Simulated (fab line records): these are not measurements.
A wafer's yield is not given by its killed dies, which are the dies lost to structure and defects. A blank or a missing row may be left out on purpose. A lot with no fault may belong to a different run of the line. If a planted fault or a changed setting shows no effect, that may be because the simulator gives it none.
fab line records	flow n5Finfet
record: lots: 24	wafers: 72	lastDay: 18
route steps=1938 shown BEOL_M15@1784 MIM_TOP@1838
lots that met no fault: from a run of the same line without faults
startH: the number of hours between the record's first day and the start of the first shown wafer of the lot	waitH: hours from the lot's prior step to this one	" as in the row above	L1.1+2: one row covering several wafers at once	- value missing, or start not given	* or withheld: withheld	< > ~ a bound
route shown NAME@n: NAME is a module with steps in the file, n the number in the route of the first one	usual: mean/standard deviation of fault-free wafers	same: alike in all rows	chamber/n: place in a boat	sites: each site's reading	_std_site: their standard deviation	_edge_site: mean of outer sites minus mean of inner sites	radiusMm: how far each site lies from the wafer's centre	mask NAME#n: copy n	behind: the tool/chamber that last shaped the wafer	hold: reason for holding the lot/hours on hold/outcome of the hold	device: which transistor (n, p or np) failed to switch	end of line: the same wafers' tests at the end of the route	a step given without rows: its recipe and nothing more	killed: not the wafer's yield, but the dies lost to structure and defects at the first sort	map: dies across one wafer; x = killed, . = not, _ = none there
set.NAME: the setting the step ran with; set.NAME@STEP: the setting that earlier step ran with	model.NAME: the simulator's own value behind a step, which no gauge read
route steps across a sampled set of lots; one table per step, one row per wafer
services: when a tool's chamber went out of use (startH, in hours from the record's first day, below 0 if earlier), for how many hours, and the reason
== steps ==
step: N5_BEOL_M15_OVL_MEAS_11
recipe: pointsPerWafer: 44
usual: V14_OVL: 1/5.2
lot.wafer	tool	chamber	startH	waitH	V14_OVL[nm]
L074.1	overlay-02	0	274.49	0.0	-1
L074.3	"	0	"	"	0
L074.5	"	0	"	"	-2
L075.3	overlay-01	0	277.25	0.0	6
L075.4	"	0	"	"	1
L075.6	"	0	"	"	8
L077.1	overlay-01	0	284.83	0.0	4
L077.3	"	0	"	"	5
L077.5	"	0	"	"	3
L076.1	overlay-02	0	286.59	0.0	9
L076.3	"	0	"	"	7
L076.6	"	0	"	"	7
L079.3	overlay-02	0	299.05	0.0	-5
L079.4	"	0	"	"	0
L079.6	"	0	"	"	-4
L078.2	overlay-02	0	304.94	0.0	11
L078.4	"	0	"	"	5
L078.5	"	0	"	"	3
L080.1	overlay-01	0	305.83	0.0	3
L080.2	"	0	"	"	4
L080.6	"	0	"	"	0
L081.2	overlay-02	0	311.35	0.0	1
L081.4	"	0	"	"	5
L081.5	"	0	"	"	3
L082.2	overlay-01	0	313.61	0.0	5
L082.4	"	0	"	"	-3
L082.6	"	0	"	"	-2
L083.2	overlay-02	0	323.14	0.0	-2
L083.4	"	0	"	"	-2
L083.5	"	0	"	"	6
L084.1	overlay-01	0	323.49	0.0	-11
L084.3	"	0	"	"	-4
L084.4	"	0	"	"	-3
L085.3	overlay-02	0	338.99	0.0	0
L085.5	"	0	"	"	5
L085.6	"	0	"	"	-1
L087.2	overlay-02	0	342.28	0.0	3
L087.4	"	0	"	"	1
L087.6	"	0	"	"	-2
L088.2	overlay-01	0	345.06	0.0	-13
L088.3	"	0	"	"	-7
L088.5	"	0	"	"	-15
L086.1	overlay-01	0	345.98	0.0	-2
L086.2	"	0	"	"	-2
L086.5	"	0	"	"	-12
L089.2	overlay-02	0	350.75	0.0	3
L089.4	"	0	"	"	7
L089.6	"	0	"	"	4
L091.2	overlay-01	0	357.71	0.0	3
L091.4	"	0	"	"	3
L091.6	"	0	"	"	7
L090.1	overlay-02	0	361.24	0.0	-5
L090.5	"	0	"	"	0
L090.6	"	0	"	"	-3
L092.2	overlay-01	0	374.46	0.0	10
L092.5	"	0	"	"	2
L092.6	"	0	"	"	-3
L093.3	overlay-02	0	376.09	0.0	2
L093.4	"	0	"	"	10
L093.5	"	0	"	"	11
L094.4	overlay-02	0	381.88	0.0	5
L094.5	"	0	"	"	4
L094.6	"	0	"	"	-1
L095.1	overlay-01	0	387.77	0.0	-4
L095.5	"	0	"	"	-1
L095.6	"	0	"	"	4
L097.1	overlay-02	0	409.79	0.0	-10
L097.4	"	0	"	"	-3
L097.5	"	0	"	"	0
L096.1	overlay-02	0	418.43	0.0	3
L096.2	"	0	"	"	-2
L096.3	"	0	"	"	4
step: N5_BEOL_M15_STRIP_36
recipe: chemistry: O2	powerW: 600	tempC: 60	pressureMtorr: 30	rfFrequencyHz: 6e+07	biasPowerW: 0	overashFraction: 0.3	o2FlowSccm: 225
usual: drypumpMotorCurrentA: 5.6/0.46	oesProductAu: 0.82/0.082	rfVppV: 3.8/0.96	showerheadPlenumPTorr: 2.07/0.072	throttleValvePct: 16.6/0.33
lot.wafer	tool	chamber	startH	waitH	drypumpMotorCurrentA	oesProductAu	rfHoursCounterH	rfVppV	showerheadPlenumPTorr	throttleValvePct
L074.1	rieDiel-06	2	278.44	2.0	4.8	0.89	31	3.4	2.14	16.3
L074.3	"	3	"	"	5.3	0.69	204	4.6	1.97	17.0
L074.5	"	2	"	"	4.8	0.89	-	4.7	2.14	16.4
L075.3	rieDiel-02	0	284.16	5.0	6.0	0.73	207	5.1	2.05	17.0
L075.4	"	3	"	"	5.1	0.75	160	3.2	1.99	17.1
L075.6	"	3	"	"	5.0	0.76	-	4.0	1.99	17.1
L077.1	rieDiel-02	2	288.76	1.4	5.7	0.98	3	4.2	2.04	16.1
L077.3	"	3	"	"	5.1	0.77	163	3.7	1.99	17.1
L077.5	"	0	"	"	6.0	0.75	-	6.5	2.05	17.0
L076.1	rieDiel-06	1	292.20	2.9	5.1	0.92	19	3.6	2.23	16.5
L076.3	"	0	"	"	5.3	0.80	97	2.5	2.04	16.9
L076.6	"	1	"	"	5.1	0.94	-	3.7	2.23	16.4
L079.3	rieDiel-02	0	302.31	1.5	6.0	0.73	213	4.1	2.05	17.0
L079.4	"	3	"	"	5.0	0.74	166	3.4	1.99	17.1
L079.6	"	3	"	"	5.1	0.74	-	4.2	1.99	17.1
L078.2	rieDiel-02	2	307.25	0.5	5.8	0.93	9	4.2	2.03	16.0
L078.4	"	0	"	"	5.9	0.73	214	5.3	2.05	17.0
L078.5	"	1	"	"	5.9	0.80	-	4.0	2.03	16.5
L080.1	rieDiel-04	2	308.29	0.1	6.1	0.96	2	1.1	2.15	16.6
L080.2	"	3	"	"	5.2	0.70	242	4.3	2.16	16.7
L080.6	"	3	"	"	5.3	0.69	-	5.1	2.16	16.6
L081.2	rieDiel-06	3	315.83	2.4	5.3	0.68	218	3.2	1.96	17.0
L081.4	"	1	"	"	5.1	0.91	28	4.9	2.23	16.5
L081.5	"	2	"	"	4.8	0.86	-	5.2	2.13	16.4
L082.2	rieDiel-02	2	316.29	0.8	5.7	0.93	12	3.6	2.03	16.1
L082.4	"	0	"	"	5.9	0.73	218	4.8	2.05	17.0
L082.6	"	1	"	"	5.9	0.81	-	3.9	2.03	16.5
L083.2	rieDiel-04	1	325.38	0.0	6.5	0.75	155	4.2	2.11	16.6
L083.4	"	0	"	"	5.5	0.89	37	3.8	2.07	16.8
L083.5	"	3	"	"	5.3	0.69	-	4.1	2.15	16.7
L084.1	rieDiel-06	0	326.28	0.8	5.3	0.79	109	5.0	2.04	17.0
L084.3	"	1	"	"	5.1	0.90	31	4.6	2.23	16.5
L084.4	"	2	"	"	4.8	0.85	48	3.8	2.13	16.4
L085.3	rieDiel-02	0	341.38	0.5	6.0	0.72	226	3.4	2.05	17.0
L085.5	"	2	"	"	5.8	0.91	-	1.9	2.03	16.1
L085.6	"	1	"	"	5.9	0.80	-	2.9	2.03	16.5
L087.2	rieDiel-06	1	345.01	0.6	5.2	0.89	37	4.1	2.23	16.4
L087.4	"	0	"	"	5.4	0.78	-	3.0	2.04	17.0
L087.6	"	1	"	"	5.2	0.89	-	3.5	2.23	16.5
L088.2	rieDiel-02	2	348.37	1.3	5.8	0.91	21	4.2	2.03	16.1
L088.3	"	0	"	"	6.0	0.73	229	4.2	2.05	17.0
L088.5	"	2	"	"	5.8	0.91	-	3.8	2.03	16.1
L086.1	rieDiel-06	2	353.93	6.0	4.8	0.84	56	2.9	2.13	16.4
L086.2	"	0	"	"	5.3	0.80	118	5.0	2.04	17.0
L086.5	"	0	"	"	5.3	0.79	-	3.5	2.04	17.0
L089.2	rieDiel-02	1	355.43	2.9	5.9	0.80	124	4.2	2.02	16.5
L089.4	"	3	"	"	5.0	0.75	183	4.8	1.99	17.1
L089.6	"	2	"	"	5.8	0.89	-	6.5	2.03	16.1
L091.2	rieDiel-04	1	361.92	2.4	6.5	0.74	169	4.5	2.11	16.6
L091.4	"	1	"	"	6.5	0.74	-	5.0	2.11	16.6
L091.6	"	0	"	"	5.6	0.85	-	3.1	2.06	16.9
L090.1	rieDiel-04	0	364.79	0.9	5.5	0.84	52	4.7	2.06	16.9
L090.5	"	0	"	"	5.5	0.84	-	4.6	2.06	16.9
L090.6	"	2	"	"	6.1	0.88	-	3.0	2.15	16.6
L092.2	rieDiel-04	0	376.85	0.3	5.5	0.85	56	4.5	2.06	16.9
L092.5	"	1	"	"	6.5	0.74	-	3.4	2.11	16.6
L092.6	"	0	"	"	5.6	0.84	-	5.2	2.06	16.9
L093.3	rieDiel-02	1	380.19	1.8	5.9	0.78	132	3.3	2.02	16.5
L093.4	"	3	"	"	5.0	0.71	189	4.5	1.98	17.1
L093.5	"	0	"	"	6.0	0.71	-	4.3	2.04	17.1
L094.4	rieDiel-04	1	384.28	0.5	6.5	0.72	176	2.6	2.11	16.6
L094.5	"	0	"	"	5.5	0.84	-	3.1	2.06	16.9
L094.6	"	3	"	"	5.4	0.96	-	3.2	2.15	16.2
L095.1	rieDiel-02	0	390.20	0.6	6.0	0.72	240	2.3	2.04	17.1
L095.5	"	1	"	"	5.9	0.78	-	4.3	2.02	16.5
L095.6	"	2	"	"	5.8	0.88	-	4.2	2.02	16.1
L097.1	rieDiel-06	2	412.53	0.4	4.8	0.81	79	3.5	2.12	16.4
L097.4	"	3	"	"	5.3	0.66	243	5.1	1.96	17.0
L097.5	"	0	"	"	5.3	0.77	-	3.1	2.03	17.0
L096.1	rieDiel-02	1	421.75	1.3	5.9	0.77	143	3.2	2.02	16.5
L096.2	"	2	"	"	5.8	0.87	42	3.1	2.02	16.1
L096.3	"	3	"	"	5.1	0.72	201	4.4	1.98	17.1
step: N5_BEOL_M15_SPUTTER_43
recipe: material: TaN	targetThkA: 150	tempC: 50	biasV: 168.6	powerW: 15000	chamberPressurePa: 0.12	timeS: 24.19
usual: susceptorTempC: 49.99/0.12	throttleValvePct: 30.7/0.94
lot.wafer	tool	chamber	startH	waitH	susceptorTempC	throttleValvePct
L074.1	pvdSputter-02	-	279.37	0.0	50.09	30.3
L074.3	"	-	"	"	50.06	29.8
L074.5	"	-	"	"	49.99	30.9
L075.3	pvdSputter-01	-	285.24	0.0	49.97	30.5
L075.4	"	-	"	"	49.86	29.9
L075.6	"	-	"	"	49.85	30.1
L077.1	pvdSputter-03	-	290.09	0.0	49.95	29.6
L077.3	"	-	"	"	50.15	32.2
L077.5	"	-	"	"	49.98	29.6
L076.1	pvdSputter-01	-	293.23	0.0	50.10	30.0
L076.3	"	-	"	"	49.89	31.2
L076.6	"	-	"	"	50.05	31.8
L079.3	pvdSputter-02	-	302.92	0.0	49.95	30.6
L079.4	"	-	"	"	50.17	30.6
L079.6	"	-	"	"	49.88	30.6
L078.2	pvdSputter-01	-	307.72	0.0	50.06	30.3
L078.4	"	-	"	"	50.05	31.6
L078.5	"	-	"	"	49.98	31.8
L080.1	pvdSputter-01	-	308.71	0.0	50.22	30.3
L080.2	"	-	"	"	49.86	31.7
L080.6	"	-	"	"	49.87	31.9
L081.2	pvdSputter-01	-	316.60	0.0	49.90	31.6
L081.4	"	-	"	"	50.06	30.2
L081.5	"	-	"	"	49.84	31.9
L082.2	pvdSputter-03	-	316.72	0.0	49.94	31.3
L082.4	"	-	"	"	49.98	29.8
L082.6	"	-	"	"	49.96	32.2
L083.2	pvdSputter-01	-	326.23	0.0	50.01	30.0
L083.4	"	-	"	"	50.17	31.8
L083.5	"	-	"	"	50.20	31.9
L084.1	pvdSputter-03	-	326.96	0.0	49.77	29.1
L084.3	"	-	"	"	50.00	29.6
L084.4	"	-	"	"	49.97	32.1
L085.3	pvdSputter-02	-	342.64	0.0	49.90	30.7
L085.5	"	-	"	"	49.82	30.0
L085.6	"	-	"	"	49.96	30.6
L087.2	pvdSputter-03	-	345.72	0.0	49.86	29.6
L087.4	"	-	"	"	50.00	31.2
L087.6	"	-	"	"	50.01	29.1
L088.2	pvdSputter-01	-	348.94	0.0	50.11	31.6
L088.3	"	-	"	"	50.13	31.0
L088.5	"	-	"	"	49.81	30.0
L086.1	pvdSputter-03	-	354.53	0.0	50.06	31.4
L086.2	"	-	"	"	49.84	29.7
L086.5	"	-	"	"	49.92	29.7
L089.2	pvdSputter-03	-	356.11	0.0	49.95	29.8
L089.4	"	-	"	"	50.10	32.1
L089.6	"	-	"	"	49.80	30.8
L091.2	pvdSputter-02	-	362.48	0.0	50.21	30.5
L091.4	"	-	"	"	49.77	30.6
L091.6	"	-	"	"	50.02	30.5
L090.1	pvdSputter-01	-	365.52	0.0	50.22	30.5
L090.5	"	-	"	"	50.23	30.2
L090.6	"	-	"	"	50.13	31.3
L092.2	pvdSputter-03	-	377.35	0.0	50.14	31.0
L092.5	"	-	"	"	49.91	32.1
L092.6	"	-	"	"	50.10	31.2
L093.3	pvdSputter-03	-	380.92	0.0	50.06	29.4
L093.4	"	-	"	"	49.89	32.1
L093.5	"	-	"	"	50.18	29.0
L094.4	pvdSputter-02	-	385.09	0.0	50.17	30.6
L094.5	"	-	"	"	50.22	30.5
L094.6	"	-	"	"	50.13	29.7
L095.1	pvdSputter-01	-	390.77	0.0	50.07	30.5
L095.5	"	-	"	"	49.88	30.4
L095.6	"	-	"	"	49.96	31.9
L097.1	pvdSputter-03	-	415.56	0.0	49.99	31.2
L097.4	"	-	"	"	50.09	29.1
L097.5	"	-	"	"	49.99	32.1
L096.1	pvdSputter-03	-	422.35	0.0	50.17	28.9
L096.2	"	-	"	"	49.78	29.8
L096.3	"	-	"	"	49.74	32.3
step: N5_BEOL_M15_SPUTTER_44
recipe: material: Ta	targetThkA: 150	tempC: 50	biasV: 80	powerW: 15000	chamberPressurePa: 0.07	timeS: 24.19
usual: susceptorTempC: 49.99/0.11	throttleValvePct: 30.6/0.94
lot.wafer	tool	chamber	startH	waitH	susceptorTempC	throttleValvePct
L074.1	pvdSputter-02	-	279.45	0.0	49.86	30.6
L074.3	"	-	"	"	49.76	29.6
L074.5	"	-	"	"	49.95	30.7
L075.3	pvdSputter-01	-	285.32	0.0	50.15	30.5
L075.4	"	-	"	"	50.03	30.1
L075.6	"	-	"	"	49.99	29.9
L077.1	pvdSputter-03	-	290.17	0.0	49.99	29.7
L077.3	"	-	"	"	50.03	32.2
L077.5	"	-	"	"	50.08	29.9
L076.1	pvdSputter-01	-	293.31	0.0	50.03	30.1
L076.3	"	-	"	"	50.31	31.3
L076.6	"	-	"	"	49.98	31.7
L079.3	pvdSputter-02	-	303.00	0.0	49.75	30.6
L079.4	"	-	"	"	50.06	30.4
L079.6	"	-	"	"	49.99	30.4
L078.2	pvdSputter-01	-	307.80	0.0	49.99	29.8
L078.4	"	-	"	"	49.97	31.6
L078.5	"	-	"	"	49.93	32.0
L080.1	pvdSputter-01	-	308.79	0.0	49.79	30.0
L080.2	"	-	"	"	49.93	31.7
L080.6	"	-	"	"	50.01	31.7
L081.2	pvdSputter-01	-	316.68	0.0	49.88	31.5
L081.4	"	-	"	"	49.97	30.1
L081.5	"	-	"	"	49.95	31.6
L082.2	pvdSputter-03	-	316.80	0.0	50.05	31.2
L082.4	"	-	"	"	50.02	29.9
L082.6	"	-	"	"	50.08	32.1
L083.2	pvdSputter-01	-	326.31	0.0	49.89	30.2
L083.4	"	-	"	"	50.06	31.6
L083.5	"	-	"	"	50.12	31.8
L084.1	pvdSputter-03	-	327.04	0.0	49.79	29.1
L084.3	"	-	"	"	49.94	29.6
L084.4	"	-	"	"	50.20	32.3
L085.3	pvdSputter-02	-	342.72	0.0	50.06	30.5
L085.5	"	-	"	"	50.10	29.6
L085.6	"	-	"	"	50.07	30.4
L087.2	pvdSputter-03	-	345.80	0.0	50.04	29.7
L087.4	"	-	"	"	50.06	31.0
L087.6	"	-	"	"	50.00	29.2
L088.2	pvdSputter-01	-	349.02	0.0	50.07	31.8
L088.3	"	-	"	"	50.15	31.3
L088.5	"	-	"	"	50.08	30.3
L086.1	pvdSputter-03	-	354.61	0.0	50.20	31.4
L086.2	"	-	"	"	49.96	29.8
L086.5	"	-	"	"	49.86	29.7
L089.2	pvdSputter-03	-	356.19	0.0	50.13	30.0
L089.4	"	-	"	"	50.09	32.2
L089.6	"	-	"	"	50.05	31.1
L091.2	pvdSputter-02	-	362.57	0.0	50.06	30.6
L091.4	"	-	"	"	49.94	30.2
L091.6	"	-	"	"	49.89	30.7
L090.1	pvdSputter-01	-	365.60	0.0	50.19	30.3
L090.5	"	-	"	"	50.02	30.0
L090.6	"	-	"	"	50.07	31.7
L092.2	pvdSputter-03	-	377.43	0.0	49.95	31.0
L092.5	"	-	"	"	50.06	32.1
L092.6	"	-	"	"	49.91	31.1
L093.3	pvdSputter-03	-	381.00	0.0	49.76	29.0
L093.4	"	-	"	"	50.02	32.1
L093.5	"	-	"	"	49.79	28.9
L094.4	pvdSputter-02	-	385.17	0.0	50.11	30.6
L094.5	"	-	"	"	50.08	30.6
L094.6	"	-	"	"	49.96	30.1
L095.1	pvdSputter-01	-	390.85	0.0	49.94	30.3
L095.5	"	-	"	"	50.08	30.4
L095.6	"	-	"	"	50.10	31.8
L097.1	pvdSputter-03	-	415.64	0.0	49.85	31.2
L097.4	"	-	"	"	49.87	28.9
L097.5	"	-	"	"	50.09	32.2
L096.1	pvdSputter-03	-	422.43	0.0	50.09	28.8
L096.2	"	-	"	"	49.88	29.7
L096.3	"	-	"	"	50.11	31.9
step: N5_BEOL_M15_ANNEAL_48
recipe: tempC: 225	timeS: 90	ambient: N2
usual: wafer_temp_C_max: 225.76/0.2
lot.wafer	tool	chamber	startH	waitH	wafer_temp_C_max
L074.1	rtpAnneal-01	0	279.89	0.2	225.95
L074.3	"	0	"	"	225.58
L074.5	"	0	"	"	225.57
L075.3	rtpAnneal-01	0	285.86	0.2	225.82
L075.4	"	0	"	"	225.23
L075.6	"	0	"	"	225.50
L077.1	rtpAnneal-02	0	290.61	0.2	225.59
L077.3	"	0	"	"	225.86
L077.5	"	0	"	"	225.50
L076.1	rtpAnneal-01	0	293.75	0.2	226.07
L076.3	"	0	"	"	225.58
L076.6	"	0	"	"	225.69
L079.3	rtpAnneal-01	0	303.87	0.4	225.77
L079.4	"	0	"	"	225.65
L079.6	"	0	"	"	225.57
L078.2	rtpAnneal-02	0	308.50	0.4	225.87
L078.4	"	0	"	"	225.47
L078.5	"	0	"	"	225.70
L080.1	rtpAnneal-02	0	309.26	0.2	225.72
L080.2	"	0	"	"	225.55
L080.6	"	0	"	"	225.48
L081.2	rtpAnneal-02	0	317.43	0.5	225.54
L081.4	"	0	"	"	225.84
L081.5	"	0	"	"	225.79
L082.2	rtpAnneal-02	0	317.70	0.6	225.88
L082.4	"	0	"	"	225.87
L082.6	"	0	"	"	225.55
L083.2	rtpAnneal-01	0	327.16	0.6	225.80
L083.4	"	0	"	"	225.83
L083.5	"	0	"	"	225.79
L084.1	rtpAnneal-02	0	328.03	0.7	225.43
L084.3	"	0	"	"	225.63
L084.4	"	0	"	"	225.68
L085.3	rtpAnneal-02	0	343.25	0.2	226.12
L085.5	"	0	"	"	225.87
L085.6	"	0	"	"	225.96
L087.2	rtpAnneal-01	0	346.36	0.3	225.92
L087.4	"	0	"	"	225.90
L087.6	"	0	"	"	225.71
L088.2	rtpAnneal-02	0	349.68	0.4	225.72
L088.3	"	0	"	"	225.81
L088.5	"	0	"	"	225.95
L086.1	rtpAnneal-02	0	355.46	0.6	225.78
L086.2	"	0	"	"	225.77
L086.5	"	0	"	"	225.79
L089.2	rtpAnneal-01	0	357.27	0.8	225.85
L089.4	"	0	"	"	225.72
L089.6	"	0	"	"	225.91
L091.2	rtpAnneal-01	0	363.08	0.2	225.54
L091.4	"	0	"	"	225.69
L091.6	"	0	"	"	225.95
L090.1	rtpAnneal-02	0	366.04	0.2	225.75
L090.5	"	0	"	"	225.57
L090.6	"	0	"	"	225.85
L092.2	rtpAnneal-01	0	378.05	0.3	225.57
L092.5	"	0	"	"	225.52
L092.6	"	0	"	"	225.28
L093.3	rtpAnneal-02	0	381.78	0.4	225.78
L093.4	"	0	"	"	225.78
L093.5	"	0	"	"	225.99
L094.4	rtpAnneal-01	0	385.82	0.3	225.99
L094.5	"	0	"	"	226.09
L094.6	"	0	"	"	225.96
L095.1	rtpAnneal-02	0	391.29	0.2	225.58
L095.5	"	0	"	"	225.96
L095.6	"	0	"	"	225.57
L097.1	rtpAnneal-02	0	416.08	0.2	225.66
L097.4	"	0	"	"	225.79
L097.5	"	0	"	"	225.78
L096.1	rtpAnneal-02	0	422.86	0.2	225.62
L096.2	"	0	"	"	225.90
L096.3	"	0	"	"	225.77
step: N5_MIM_TOP_SPUTTER_03
recipe: material: TiN	targetThkA: 350	tempC: 200	powerW: 3000	chamberPressurePa: 0.49996	gas: Ar	reactivePartialPa: 0.37997	timeS: 89.7
usual: susceptorTempC: 199.99/0.15	throttleValvePct: 30.5/0.93
lot.wafer	tool	chamber	startH	waitH	susceptorTempC	throttleValvePct
L074.1	pvdSputter-02	-	283.61	0.0	199.65	30.6
L074.3	"	-	"	"	199.91	29.7
L074.5	"	-	"	"	200.08	30.5
L075.3	pvdSputter-03	-	289.69	0.0	200.05	29.0
L075.4	"	-	"	"	200.19	32.2
L075.6	"	-	"	"	199.90	29.3
L077.1	pvdSputter-01	-	295.03	0.0	199.86	30.9
L077.3	"	-	"	"	200.28	30.7
L077.5	"	-	"	"	200.02	31.4
L076.1	pvdSputter-03	-	297.06	0.0	200.05	29.8
L076.3	"	-	"	"	200.13	30.8
L076.6	"	-	"	"	199.78	29.0
L079.3	pvdSputter-03	-	307.57	0.0	200.22	32.1
L079.4	"	-	"	"	200.10	29.7
L079.6	"	-	"	"	200.27	32.1
L078.2	pvdSputter-01	-	311.45	0.0	199.56	30.5
L078.4	"	-	"	"	199.82	31.7
L078.5	"	-	"	"	199.88	30.2
L080.1	pvdSputter-02	-	313.65	0.0	200.18	30.3
L080.2	"	-	"	"	199.83	30.8
L080.6	"	-	"	"	200.20	30.4
L082.2	pvdSputter-02	-	321.73	0.0	199.85	30.9
L082.4	"	-	"	"	200.04	30.3
L082.6	"	-	"	"	199.71	30.6
L081.2	pvdSputter-01	-	323.55	0.0	199.73	31.3
L081.4	"	-	"	"	199.73	31.7
L081.5	"	-	"	"	199.91	31.4
L083.2	pvdSputter-03	-	331.83	0.0	199.91	32.1
L083.4	"	-	"	"	200.31	29.5
L083.5	"	-	"	"	200.23	28.8
L084.1	pvdSputter-01	-	332.29	0.0	200.23	31.2
L084.3	"	-	"	"	200.11	30.0
L084.4	"	-	"	"	199.86	30.6
L085.3	pvdSputter-02	-	348.02	0.0	199.83	30.7
L085.5	"	-	"	"	199.88	30.5
L085.6	"	-	"	"	200.00	29.7
L087.2	pvdSputter-02	-	354.00	0.0	199.86	30.7
L087.4	"	-	"	"	200.06	30.4
L087.6	"	-	"	"	200.13	29.9
L088.2	pvdSputter-03	-	355.13	0.0	199.96	30.6
L088.3	"	-	"	"	200.14	29.7
L088.5	"	-	"	"	200.13	32.3
L086.1	pvdSputter-03	-	360.30	0.0	200.27	31.3
L086.2	"	-	"	"	199.93	29.6
L086.5	"	-	"	"	200.03	30.0
L089.2	pvdSputter-03	-	361.44	0.0	200.15	28.9
L089.4	"	-	"	"	199.78	29.8
L089.6	"	-	"	"	199.95	30.9
L091.2	pvdSputter-02	-	366.43	0.0	200.09	30.8
L091.4	"	-	"	"	200.08	30.9
L091.6	"	-	"	"	200.00	29.9
L090.1	pvdSputter-02	-	369.11	0.0	199.76	30.1
L090.5	"	-	"	"	200.11	30.2
L090.6	"	-	"	"	199.91	30.7
L092.2	pvdSputter-03	-	381.40	0.0	199.95	29.8
L092.5	"	-	"	"	199.90	31.2
L092.6	"	-	"	"	199.88	32.2
L093.3	pvdSputter-03	-	385.32	0.0	199.94	31.0
L093.4	"	-	"	"	199.84	29.8
L093.5	"	-	"	"	200.09	31.8
L094.4	pvdSputter-03	-	390.98	0.0	200.00	32.0
L094.5	"	-	"	"	199.98	29.8
L094.6	"	-	"	"	200.08	32.1
L095.1	pvdSputter-03	-	395.69	0.0	199.89	29.1
L095.5	"	-	"	"	200.02	28.8
L095.6	"	-	"	"	200.01	31.1
L097.1	pvdSputter-03	-	422.83	0.0	200.19	31.0
L097.4	"	-	"	"	199.95	32.2
L097.5	"	-	"	"	200.11	29.8
L096.1	pvdSputter-02	-	426.19	0.0	199.81	29.9
L096.2	"	-	"	"	199.87	30.7
L096.3	"	-	"	"	199.95	30.9
== services ==
tool	chamber	startH	hours	kind
rieDiel-02	2	265.88	-	clean
rieDiel-02	2	265.88	-	consumableReplace:focusRing
rieDiel-02	2	265.88	14.2	scheduledDown
rieDiel-02	2	265.88	14.2	ventCycle
rieDiel-06	-	266.11	2.8	pm
rieDiel-04	0	266.58	4.5	repair
rieDiel-04	2	276.19	-	clean
rieDiel-04	2	276.19	-	consumableReplace:focusRing
rieDiel-04	2	276.19	25.5	scheduledDown
rieDiel-04	2	276.19	25.5	ventCycle
pvdSputter-02	-	288.91	7.9	repair
pvdSputter-02	-	303.50	6.2	repair
rieDiel-06	3	330.98	3.6	repair
rieDiel-04	3	338.27	-	clean
rieDiel-04	3	338.27	-	consumableReplace:focusRing
rieDiel-04	3	338.27	27.4	scheduledDown
rieDiel-06	3	344.09	19.8	repair
rieDiel-06	0	359.62	9.0	repair
rieDiel-06	1	372.98	32.4	repair
rieDiel-06	0	375.92	6.5	repair
rieDiel-04	1	393.86	2.4	repair
rieDiel-06	0	417.59	3.8	repair
rieDiel-02	0	425.72	-	clean
rieDiel-02	0	425.72	-	consumableReplace:focusRing
== key ==
fault none
